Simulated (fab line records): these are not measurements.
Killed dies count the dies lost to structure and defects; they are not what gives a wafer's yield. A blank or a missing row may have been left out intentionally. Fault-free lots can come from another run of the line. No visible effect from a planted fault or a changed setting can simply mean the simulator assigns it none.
fab line records ; flow nand-harc
record: lots: 6; wafers: 18; last-day: 34
route steps=1302 shown P_GATE@179 P_CONTACT@217 END@1302
lots that met no fault: taken from a fault-free run of the same line
start-h: the number of hours between the record's first day and the start of the first shown wafer of the lot ; wait-h: how many hours have passed since the lot's step before this one ; " as in the row above ; L1.1+2: a row that stands for several wafers ; - no value, or no start was given ; * or withheld: withheld ; < > ~ a bound
route shown NAME@n: names a module that has steps shown in the file, with the first one's number in the route ; usual: average and standard deviation across the fault-free wafers ; same: alike in all rows ; chamber/n: place in a boat ; sites: the reading at each site ; _std_site: standard deviation across them ; _edge_site: mean of outer sites minus mean of inner sites ; radius-mm: how far each site lies from the wafer's centre ; mask NAME#n: copy n ; behind: the most recent tool/chamber to have shaped the wafer ; hold: why the lot went on hold/how many hours it stayed there/how the hold came to an end ; device: names the non-switching transistor (n, p or np) ; end of line: at the end of the route, the tests of the same wafers ; where a step has no rows: the recipe by itself ; killed: dies that structure and defects cost at the first sort, which is not the same as the wafer's yield ; map: the dies of a wafer, with x for killed, . for not killed, _ for no die there
set.NAME: the setting the step ran with; set.NAME@STEP: the setting that earlier step ran with ; model.NAME: the simulator's own value behind a step, which no gauge read
lots at some steps of the route; a table a step, a row a wafer
services: a tool's chamber out of use, with start hour (start-h, from the record's first day; less than 0 if before it), hours out, and reason
== steps ==
step: NHARC_P_GATE_COAT_53
recipe: spin-rpm: 3000
step: NHARC_P_GATE_SOFTBAKE_54
recipe: temp-c: 122; time-s: 95
step: NHARC_P_GATE_EBR_55
step: NHARC_P_GATE_EXPOSE_56
recipe: na: 0.6; target-cd-nm: 720; dose-mj: 14.81; mask-id: P_PSD
step: NHARC_P_GATE_PEB_57
recipe: peb-temp-c: 118; peb-time-s: 85
step: NHARC_P_GATE_DEVELOP_58
recipe: time-s: 70
step: NHARC_P_GATE_CD_MEAS_59
recipe: target-cd-nm: 720; landing-energy-ev: 500
usual: cd-nm: 719.9/1.8
lot.wafer;tool;chamber;start-h;wait-h;cd-nm
L604.2;cd-sem-01;0;129.91;-;717.7
L604.3;cd-sem-01;0;129.91;-;721.6
L604.4;cd-sem-01;0;129.91;-;721.1
L611.2;cd-sem-03;0;198.36;-;722.3
L611.3;cd-sem-03;0;198.36;-;721.2
L611.5;cd-sem-03;0;198.36;-;716.4
L617.3;cd-sem-02;0;259.57;-;718.4
L617.5;cd-sem-02;0;259.57;-;721.0
L617.6;cd-sem-02;0;259.57;-;721.5
L618.3;cd-sem-01;0;271.93;-;721.0
L618.4;cd-sem-01;0;271.93;-;720.9
L618.6;cd-sem-01;0;271.93;-;720.3
L622.2;cd-sem-01;0;308.93;-;718.0
L622.3;cd-sem-01;0;308.93;-;721.7
L622.6;cd-sem-01;0;308.93;-;718.3
L625.1;cd-sem-03;0;347.47;-;720.2
L625.2;cd-sem-03;0;347.47;-;719.5
L625.4;cd-sem-03;0;347.47;-;721.7
step: NHARC_P_GATE_HARDBAKE_60
recipe: temp-c: 125; time-s: 80
step: NHARC_P_GATE_DESCUM_61
recipe: time-s: 3; o2-flow-sccm: 200; ar-flow-sccm: 0; bias-power-w: 0; chemistry: O2
usual: drypump-motor-current-A: 6.1/0.55; oes-product-au: 0.998/0.01; rf-vpp-V: 57.9/0.85; showerhead-plenum-p-Torr: 1.92/0.073; throttle-valve-pct: 11.312/0.009
same: bias-power-w: 0
lot.wafer;tool;chamber;start-h;wait-h;drypump-motor-current-A;oes-product-au;rf-hours-counter-h;rf-vpp-V;showerhead-plenum-p-Torr;throttle-valve-pct
L604.4;rie-diel-04;1;130.07;-;6.7;1.004;5.9;58.0;1.90;11.305
L604.3;rie-diel-04;2;130.07;-;6.8;1.011;6.1;58.6;1.86;11.314
L604.2;rie-diel-04;3;130.07;-;5.4;0.993;7.3;57.3;1.90;11.317
L611.2;rie-diel-04;0;198.51;-;6.5;0.995;1.1;57.9;2.00;11.316
L611.3;rie-diel-04;3;198.51;-;5.4;0.974;1.6;57.7;1.90;11.294
L611.5;rie-diel-04;1;198.51;-;6.8;1.011;-;58.2;1.90;11.315
L617.3;rie-diel-08;0;259.76;-;6.3;0.988;4.5;57.3;1.87;11.315
L617.6;rie-diel-08;1;259.76;-;5.4;0.977;-;58.9;1.91;11.332
L617.5;rie-diel-08;2;259.76;-;5.8;0.999;-;59.5;2.04;11.302
L618.4;rie-diel-08;2;272.09;-;5.8;0.997;4.8;59.1;2.04;11.297
L618.3;rie-diel-08;3;272.09;-;6.6;1.010;4.4;57.0;1.86;11.323
L618.6;rie-diel-08;3;272.09;-;6.6;1.010;-;56.8;1.86;11.336
L622.2;rie-diel-08;2;309.09;-;5.8;0.997;6.7;58.5;2.04;11.307
L622.3;rie-diel-08;0;309.09;-;6.3;0.992;6.8;57.5;1.87;11.330
L622.6;rie-diel-08;3;309.09;-;6.6;1.013;-;58.8;1.86;11.307
L625.2;rie-diel-04;1;347.63;-;6.7;1.001;8.1;56.9;1.90;11.325
L625.4;rie-diel-04;2;347.63;-;6.8;1.009;10.4;56.8;1.86;11.298
L625.1;rie-diel-04;0;347.63;-;6.5;0.991;11.8;57.6;2.00;11.313
step: NHARC_P_GATE_IMPLANT_62
recipe: energy-kev: 20; dose-cm2: 3e+15; tilt-deg: 7
step: NHARC_P_GATE_STRIP_112
recipe: power-w: 1500; temp-c: 110; time-s: 200; chemistry: N2/H2
usual: drypump-motor-current-A: 5.8/0.35; heater-power-w: 97/6.1
lot.wafer;tool;chamber;start-h;wait-h;drypump-motor-current-A;heater-power-w;rf-hours-counter-h
L604.2;plasma-asher-02;1;130.44;0.2;5.9;99;9
L604.3;plasma-asher-02;1;130.44;0.2;5.9;100;-
L604.4;plasma-asher-02;0;130.44;0.2;6.0;90;-
L611.2;plasma-asher-02;0;198.89;0.2;6.0;94;25
L611.3;plasma-asher-02;1;198.89;0.2;5.9;98;-
L611.5;plasma-asher-02;1;198.89;0.2;5.9;100;-
L617.3;plasma-asher-01;1;260.22;0.3;5.1;101;-
L617.6;plasma-asher-01;0;260.22;0.3;6.0;88;-
L617.5;plasma-asher-01;1;260.22;0.3;5.1;101;-
L618.3;plasma-asher-02;1;272.55;0.2;5.9;105;-
L618.4;plasma-asher-02;0;272.55;0.2;6.0;99;-
L618.6;plasma-asher-02;0;272.55;0.2;6.0;97;-
L622.2;plasma-asher-02;1;309.48;0.2;5.9;105;10
L622.3;plasma-asher-02;0;309.48;0.2;6.0;100;-
L622.6;plasma-asher-02;1;309.48;0.2;5.9;104;-
L625.1;plasma-asher-02;1;348.00;0.2;5.9;104;19
L625.2;plasma-asher-02;0;348.00;0.2;6.0;99;19
L625.4;plasma-asher-02;1;348.00;0.2;5.9;102;-
step: NHARC_P_GATE_STRIP_76
recipe: power-w: 1500; temp-c: 250; chemistry: O2
step: NHARC_P_GATE_STRIP_63
recipe: time-s: 900; temp-c: 130; chemistry: SPM
lot.wafer;tool;chamber;start-h;wait-h
L604.2+3+4;wet-bench-09;5,7,1;130.85;0.1
L611.2+5+3;wet-bench-09;0,1,5;199.29;0.1
L617.6+3+5;wet-bench-09;0,3,5;260.49;0.1
L618.3+4+6;wet-bench-09;3,4,7;272.88;0.1
L622.2+3+6;wet-bench-02;7,0,3;309.89;0.1
L625.1+2+4;wet-bench-02;5,6,0;348.41;0.1
step: NHARC_P_GATE_DEHYDRATE_83
recipe: temp-c: 150; time-s: 120
step: NHARC_P_GATE_HMDS_84
recipe: time-s: 30
step: NHARC_P_GATE_COAT_85
recipe: spin-rpm: 3000
step: NHARC_P_GATE_SOFTBAKE_86
recipe: temp-c: 122; time-s: 95
step: NHARC_P_GATE_EBR_87
step: NHARC_P_GATE_EXPOSE_88
recipe: na: 0.6; target-cd-nm: 2000; dose-mj: 11.87; mask-id: P_HVN
step: NHARC_P_GATE_PEB_89
recipe: peb-temp-c: 118; peb-time-s: 85
step: NHARC_P_GATE_DEVELOP_90
recipe: time-s: 70
step: NHARC_P_GATE_CD_MEAS_91
recipe: target-cd-nm: 2000; landing-energy-ev: 500
usual: cd-nm: 1999.7/1.8
lot.wafer;tool;chamber;start-h;wait-h;cd-nm
L604.2;cd-sem-03;0;131.62;-;1999.2
L604.3;cd-sem-03;0;131.62;-;1999.7
L604.4;cd-sem-03;0;131.62;-;1999.8
L611.2;cd-sem-02;0;200.07;-;1998.2
L611.3;cd-sem-02;0;200.07;-;2000.2
L611.5;cd-sem-02;0;200.07;-;1997.9
L617.3;cd-sem-03;0;261.27;-;2000.6
L617.5;cd-sem-03;0;261.27;-;1999.1
L617.6;cd-sem-03;0;261.27;-;1998.5
L618.3;cd-sem-03;0;273.58;-;2000.3
L618.4;cd-sem-03;0;273.58;-;2002.5
L618.6;cd-sem-03;0;273.58;-;1999.7
L622.2;cd-sem-03;0;310.54;-;1999.9
L622.3;cd-sem-03;0;310.54;-;2000.5
L622.6;cd-sem-03;0;310.54;-;2002.8
L625.1;cd-sem-02;0;349.17;-;2000.7
L625.2;cd-sem-02;0;349.17;-;2002.0
L625.4;cd-sem-02;0;349.17;-;2002.7
step: NHARC_P_GATE_HARDBAKE_92
recipe: temp-c: 125; time-s: 80
step: NHARC_P_GATE_DESCUM_93
recipe: time-s: 3; o2-flow-sccm: 200; ar-flow-sccm: 0; bias-power-w: 0; chemistry: O2
step: NHARC_P_GATE_IMPLANT_94
recipe: energy-kev: 60; dose-cm2: 2e+15; tilt-deg: 7
step: NHARC_P_GATE_STRIP_113
recipe: power-w: 1500; temp-c: 110; time-s: 740; chemistry: N2/H2
step: NHARC_P_GATE_STRIP_95
recipe: power-w: 1500; temp-c: 250; chemistry: O2
step: NHARC_P_GATE_STRIP_96
recipe: time-s: 900; temp-c: 130; chemistry: SPM
step: NHARC_P_GATE_RTA_64
recipe: temp-c: 1050; time-s: 1
usual: lamp-power-pct: 36.0/1.3; wafer_temp_C_max: 1056.1/2.2
lot.wafer;tool;chamber;start-h;wait-h;lamp-power-pct;wafer_temp_C_max
L604.2;rtp-anneal-02;0;133.47;-;34.1;1056.7
L604.3;rtp-anneal-02;0;133.47;-;34.1;1058.3
L604.4;rtp-anneal-02;0;133.47;-;34.1;1056.7
L611.2;rtp-anneal-01;0;201.90;-;36.8;1053.3
L611.3;rtp-anneal-01;0;201.90;-;36.8;1055.2
L611.5;rtp-anneal-01;0;201.90;-;36.8;1054.1
L617.3;rtp-anneal-01;0;263.14;-;36.8;1056.2
L617.5;rtp-anneal-01;0;263.14;-;36.9;1054.7
L617.6;rtp-anneal-01;0;263.14;-;36.8;1056.1
L618.3;rtp-anneal-01;0;275.43;-;36.9;1054.6
L618.4;rtp-anneal-01;0;275.43;-;36.9;1055.6
L618.6;rtp-anneal-01;0;275.43;-;36.9;1055.1
L622.2;rtp-anneal-01;0;312.40;-;36.8;1054.6
L622.3;rtp-anneal-01;0;312.40;-;36.9;1053.5
L622.6;rtp-anneal-01;0;312.40;-;36.8;1053.8
L625.1;rtp-anneal-01;0;350.97;-;36.9;1055.3
L625.2;rtp-anneal-01;0;350.97;-;36.9;1053.5
L625.4;rtp-anneal-01;0;350.97;-;36.8;1054.0
step: NHARC_P_GATE_ETCH_77
recipe: target-depth-a: 60; chemistry: dHF; material: SiO2
step: NHARC_P_GATE_DEGAS_109
recipe: temp-c: 300; time-s: 60
usual: heater-power-w: 478/47
lot.wafer;tool;chamber;start-h;wait-h;heater-power-w
L604.2;pvd-sputter-02;-;133.75;0.1;477
L604.4;pvd-sputter-02;-;133.75;0.1;467
L604.3;pvd-sputter-02;-;133.75;0.1;497
L611.2;pvd-sputter-03;-;202.17;0.1;436
L611.3;pvd-sputter-03;-;202.17;0.1;527
L611.5;pvd-sputter-03;-;202.17;0.1;587
L617.3;pvd-sputter-02;-;263.40;0.1;481
L617.6;pvd-sputter-02;-;263.40;0.1;496
L617.5;pvd-sputter-02;-;263.40;0.1;455
L618.4;pvd-sputter-02;-;275.72;0.1;506
L618.3;pvd-sputter-02;-;275.72;0.1;470
L618.6;pvd-sputter-02;-;275.72;0.1;491
L622.3;pvd-sputter-03;-;312.69;0.1;442
L622.2;pvd-sputter-03;-;312.69;0.1;559
L622.6;pvd-sputter-03;-;312.69;0.1;535
L625.2;pvd-sputter-01;-;351.28;0.1;465
L625.1;pvd-sputter-01;-;351.28;0.1;525
L625.4;pvd-sputter-01;-;351.28;0.1;416
step: NHARC_P_GATE_PRE_CLEAN_110
recipe: time-s: 30; bias-v: 200; gas: Ar
step: NHARC_P_GATE_SPUTTER_78
recipe: target-thk-a: 100; material: Ni
step: NHARC_P_GATE_SPUTTER_79
recipe: target-thk-a: 100; material: TiN
step: NHARC_P_GATE_RTA_80
recipe: temp-c: 300; time-s: 30
step: NHARC_P_GATE_STRIP_67
recipe: time-s: 600; temp-c: 130; chemistry: SPM
step: NHARC_P_GATE_RTA_82
recipe: temp-c: 450; time-s: 30
usual: lamp-power-pct: 4.20/0.16; wafer_temp_C_max: 452.8/0.89
lot.wafer;tool;chamber;start-h;wait-h;lamp-power-pct;wafer_temp_C_max
L604.2;rtp-anneal-02;0;134.53;-;4.00;454.5
L604.3;rtp-anneal-02;0;134.53;-;4.00;453.6
L604.4;rtp-anneal-02;0;134.53;-;4.00;453.7
L611.2;rtp-anneal-01;0;202.96;-;4.32;452.1
L611.3;rtp-anneal-01;0;202.96;-;4.32;452.1
L611.5;rtp-anneal-01;0;202.96;-;4.32;452.8
L617.3;rtp-anneal-01;0;264.26;-;4.32;452.2
L617.5;rtp-anneal-01;0;264.26;-;4.32;452.5
L617.6;rtp-anneal-01;0;264.26;-;4.32;451.7
L618.3;rtp-anneal-01;0;276.55;-;4.32;452.2
L618.4;rtp-anneal-01;0;276.55;-;4.32;452.2
L618.6;rtp-anneal-01;0;276.55;-;4.32;452.7
L622.2;rtp-anneal-01;0;313.46;-;4.31;452.2
L622.3;rtp-anneal-01;0;313.46;-;4.32;452.6
L622.6;rtp-anneal-01;0;313.46;-;4.31;452.1
L625.1;rtp-anneal-02;0;352.08;-;3.99;453.4
L625.2;rtp-anneal-02;0;352.08;-;3.99;453.3
L625.4;rtp-anneal-02;0;352.08;-;4.00;455.1
step: NHARC_P_GATE_INSPECT_68
usual: raw-defect-count: 185/72
lot.wafer;tool;chamber;start-h;wait-h;raw-defect-count
L604.2;defect-inspect-01;-;134.69;0.1;222
L604.3;defect-inspect-01;-;134.69;0.1;179
L604.4;defect-inspect-01;-;134.69;0.1;168
L611.2;defect-inspect-02;-;203.13;0.1;146
L611.3;defect-inspect-02;-;203.13;0.1;205
L611.5;defect-inspect-02;-;203.13;0.1;203
L617.3;defect-inspect-01;-;264.41;0.1;808
L617.5;defect-inspect-01;-;264.41;0.1;252
L617.6;defect-inspect-01;-;264.41;0.1;355
L618.3;defect-inspect-02;-;276.69;0.1;736
L618.4;defect-inspect-02;-;276.69;0.1;210
L618.6;defect-inspect-02;-;276.69;0.1;134
L622.2;defect-inspect-02;-;313.63;0.1;104
L622.3;defect-inspect-02;-;313.63;0.1;112
L622.6;defect-inspect-02;-;313.63;0.1;117
L625.1;defect-inspect-02;-;352.28;0.2;204
L625.2;defect-inspect-02;-;352.28;0.2;198
L625.4;defect-inspect-02;-;352.28;0.2;117
step: NHARC_P_CONTACT_DEP_30
recipe: target-thk-a: 300; temp-c: 400; target-thk-nm: 30; flow-sccm: 200; rf-w: 450; material: SiNx
step: NHARC_END_SORT_01
recipe: temp-c: 25
usual: killed-at-array: 61/20; killed-at-other: 0.9/1.1; killed-at-periphery: 3.7/2.5; killed-dies: 65/21; killed-open: 3.3/1.8; killed-short: 2.3/1.5
same: gross-dies: 677
lot.wafer;tool;chamber;start-h;wait-h;killed-at-array;killed-at-other;killed-at-periphery;killed-dies;killed-open;killed-short
L604.2;prober-02;0;582.94;2.8;66;1;2;69;2;3
L604.3;prober-02;0;583.75;3.1;79;1;8;88;4;7
L604.4;prober-02;0;584.55;3.4;70;0;9;79;5;3
L618.3;prober-02;0;729.63;3.1;32;2;88;122;2;6
L618.4;prober-02;0;730.42;3.4;30;4;3;37;4;1
L617.3;prober-01;0;732.95;3.1;38;0;87;125;2;1
L625.1;prober-02;0;810.37;2.5;74;1;4;79;6;0
L625.2;prober-02;0;811.18;2.8;77;0;6;83;7;2
L625.4;prober-02;0;812.80;3.4;81;2;2;85;3;1
killed by level:class
L604.2 A_CHANNEL_HOLE_D1:chamber-film-flake=33 A_SLIT:chamber-film-flake=20 A_CHANNEL_HOLE_D2:chamber-film-flake=4 A_CHANNEL_FILL_D2:chamber-film-flake=2 A_M1:chamber-film-flake=2 P_STI:geometric-particle:short=1 P_M1:geometric-particle:short=1 A_CHANNEL_FILL_D1:geometric-particle:open=1
L604.3 A_CHANNEL_HOLE_D1:chamber-film-flake=31 A_SLIT:chamber-film-flake=21 A_CHANNEL_HOLE_D2:chamber-film-flake=9 P_M0:chamber-film-flake=5 A_STAIRCASE:chamber-film-flake=3 A_M1:chamber-film-flake=3 A_CHANNEL_FILL_D1:geometric-particle:short=2 A_CHANNEL_FILL_D2:geometric-particle:short=2
L604.4 A_CHANNEL_HOLE_D1:chamber-film-flake=33 A_SLIT:chamber-film-flake=21 A_CHANNEL_HOLE_D2:chamber-film-flake=5 A_M1:chamber-film-flake=5 P_M0:chamber-film-flake=3 P_M0:geometric-particle:open=2 P_GATE:geometric-particle:open=1 P_CONTACT:geometric-particle:short=1
L618.3 P_GATE:unspecified=87 A_CHANNEL_HOLE_D1:chamber-film-flake=12 A_SLIT:chamber-film-flake=6 A_WL_FILL:chamber-film-flake=3 A_DECK1_JOINT:geometric-particle:short=2 A_STAIRCASE:chamber-film-flake=2 THIN_TSV:chamber-film-flake=2 P_CONTACT:geometric-particle:open=1
L618.4 A_CHANNEL_HOLE_D1:chamber-film-flake=10 A_CONTACT:chamber-film-flake=9 A_STAIRCASE:chamber-film-flake=4 THIN_TSV:chamber-film-flake=4 A_ONON_D2:geometric-particle:open=2 A_SLIT:chamber-film-flake=2 P_M0:geometric-particle:short=1 P_M1:geometric-particle:open=1
L617.3 P_GATE:unspecified=86 A_CHANNEL_HOLE_D1:chamber-film-flake=27 A_CONTACT:chamber-film-flake=5 A_CHANNEL_FILL_D1:chamber-film-flake=2 A_SOURCE_PLATE:geometric-particle:short=1 A_CHANNEL_FILL_D1:geometric-particle:open=1 A_WL_FILL:geometric-particle:open=1 P_GATE:chamber-film-flake=1
L625.1 A_CHANNEL_HOLE_D2:chamber-film-flake=27 A_SLIT:chamber-film-flake=19 A_CHANNEL_HOLE_D1:chamber-film-flake=14 A_SGD_CUT:chamber-film-flake=5 A_CONTACT:chamber-film-flake=3 A_DECK1_JOINT:geometric-particle:open=2 P_CONTACT:geometric-particle:open=1 P_M0:geometric-particle:open=1
L625.2 A_CHANNEL_HOLE_D1:chamber-film-flake=24 A_CHANNEL_HOLE_D2:chamber-film-flake=23 A_SLIT:chamber-film-flake=15 A_STAIRCASE:chamber-film-flake=3 A_BONDPAD:chamber-film-flake=3 P_CONTACT:geometric-particle:open=2 P_M0:geometric-particle:open=2 A_SGD_CUT:chamber-film-flake=2
L625.4 A_SLIT:chamber-film-flake=33 A_CHANNEL_HOLE_D2:chamber-film-flake=25 A_CHANNEL_HOLE_D1:chamber-film-flake=9 A_STAIRCASE:chamber-film-flake=3 A_CHANNEL_FILL_D1:chamber-film-flake=2 A_CONTACT:chamber-film-flake=2 A_BONDPAD:chamber-film-flake=2 P_M0:geometric-particle:open=1
map L617.3 (x killed, . not)
____________.____________
_________......._________
_______..........._______
______.............______
_____............x.x_____
____.................____
____.................____
___...................___
___.....x.............___
__.......x.............__
__.....................__
_...x...x..............._
_......................._
_..................x...._
_...............xxxx...._
_..............xxxxx...._
.............xxxxxxxx....
..............xxxxxxx....
........x....xxxxxxxxxx..
..............xxxxxxxx...
......xx......xxxxxxx.x..
_.......xx....xxxxxxxx.._
_.......xxxxx.xxxxxxx..._
_....x.xxx.....xxxxxx..._
_......xxxxxxxxxxxxxxx.._
_......xxx..x.xxxxx....._
__........x......x...x.__
__.......x.............__
___.....x.............___
___................x.x___
____....x.........x..____
____.................____
_____..............._____
______.............______
_______..........._______
_________......._________
____________.____________
map L618.3 (x killed, . not)
____________.____________
_________......._________
_______..........._______
______.x...........______
_____..............._____
____x................____
____.........x....x..____
___......x............___
___.....x.....x.......___
__......xxx............__
__............x..x....x__
_......................._
_................x......_
_..............x........_
_.........x....xxx......_
_...............x..x...._
.....x.........xxxxxxx...
..............xxxxxxxxx..
......x......xxxxxxxx....
.............xxxxxxxxxx..
..............xxxxxxxxx..
_............xxxxxxxx.x._
_.............xxxxxxx..._
_..............xxxxxx..._
_.............xxxxxx...._
_..............x.xxxx..._
__.........x.......x..x__
__..............x..x..x__
___...........x.x.....___
___........x..........___
____.................____
____..x.....x........____
_____x......x.xx...._____
______.....xxxx....______
_______....x..xx.._______
_________....x.._________
____________.____________
== services ==
tool;chamber;start-h;hours;kind
pvd-sputter-03;-;124.06;1.2;repair
pvd-sputter-02;-;140.85;0.9;repair
pvd-sputter-02;-;147.57;3.4;repair
plasma-asher-01;-;165.23;9.0;pm
pvd-sputter-03;-;170.32;10.0;pm
rie-diel-04;-;172.79;0.4;repair
pvd-sputter-02;-;175.56;22.0;repair
wet-bench-09;-;175.57;1.0;repair
wet-bench-09;-;176.80;8.0;pm
rie-diel-04;-;177.90;9.0;pm
pvd-sputter-03;-;181.85;3.1;repair
rie-diel-08;-;184.75;0.2;repair
plasma-asher-01;-;186.83;0.4;repair
rie-diel-08;-;190.94;9.0;pm
rie-diel-04;2;199.54;7.2;repair
rie-diel-04;1;204.66;47.6;repair
rie-diel-04;2;218.29;6.9;repair
wet-bench-02;-;244.03;8.0;pm
rie-diel-08;-;248.43;4.3;repair
plasma-asher-02;-;249.05;9.0;pm
pvd-sputter-02;-;282.04;10.0;pm
rie-diel-08;0;295.66;2.7;repair
rie-diel-08;1;308.39;10.7;repair
pvd-sputter-03;-;348.33;10.0;pm
== key ==
first-sign: step: NHARC_P_GATE_INSPECT_68; reading: raw-defect-count; direction: up; sigmas: 8.1; usual: 185; struck: 772
effect: step: NHARC_END_SORT_01; reading: killed-at-periphery; direction: up; sigmas: 33; usual: 3.7; struck: 87.5
more-kills-born-at: NHARC_P_GATE_STRIP_63@wet-bench-09: 173
met-at NHARC_P_GATE_STRIP_63
struck-wafers L617.3,L618.3
tester-left-out L617,L618
fault: kind: chamber-particle-source; tool: wet-bench-09; chamber: 3; onset-h: 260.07; steps: NHARC_P_GATE_STRIP_63; rate-per-visit-cm2: 0.8829; end-h: 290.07
tester-left-out: of these lots the tester's yield and bins aren't shown, on N5 and GAA mostly nor the transistor test; their killed dies are dies lost to structure and defects alone, not to doping, threshold or leakage, so they don't give the yield
